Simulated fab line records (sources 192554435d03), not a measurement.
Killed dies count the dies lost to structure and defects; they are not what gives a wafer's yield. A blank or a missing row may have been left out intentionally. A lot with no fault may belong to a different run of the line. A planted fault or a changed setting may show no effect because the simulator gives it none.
Chamber matching | flow n5Finfet | rieDiel-03 running N5_MOL_CONTACT_COAG_ETCH_48: 4 sister chambers
The step etches SiOC in C4F6/O2, target depth 15 nm, overetch 4.5 nm, time 17 s. 4 wafers are shown with their chamber, then 10 later ones without.

WAFERS PAIRED WITH THEIR CHAMBERS
wafer  | chamber | throttleValvePct (%)
L086.4 | 0       | 40.20
L086.6 | 2       | 40.70
L088.2 | 3       | 40.16
L088.5 | 1       | 40.92

WAFERS WITH NO CHAMBER GIVEN
wafer  | throttleValvePct (%)
L088.6 | 40.22
L089.4 | 40.14
L089.5 | 40.89
L089.6 | 40.21
L092.1 | 40.23
L092.2 | 40.14
L092.6 | 40.14
L094.1 | 40.93
L094.5 | 40.26
L094.6 | 40.16

CHAMBER TAKEN BY EACH
wafer  | from the rows above     | in truth
L088.6 | can't be placed: 0 or 3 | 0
L089.4 | can't be placed: 3 or 0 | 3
L089.5 | 1                       | 1
L089.6 | can't be placed: 0 or 3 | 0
L092.1 | can't be placed: 0 or 3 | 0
L092.2 | can't be placed: 3 or 0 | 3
L092.6 | can't be placed: 3 or 0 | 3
L094.1 | 1                       | 1
L094.5 | can't be placed: 0 or 3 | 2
L094.6 | can't be placed: 3 or 0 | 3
Placed correctly: 2 of 10. These rows do not allow placing 8 (true chamber among the candidates in 7). Wrongly placed: 0.
How it was worked out, from the rows above alone: a wafer's distance from a chamber is the root of the sum, over the readings, of the square of ((its reading less the chamber's mean) divided by the reading's scatter). The wafer belongs to the nearest chamber; if the next one is less than 2 further off, it can't be placed. For every chamber, the mean is computed from those of its wafers that are shown. The scatter (one wafer shown for each chamber): square how far every hidden wafer sits from the nearest shown wafer, average those squares and take the square root.
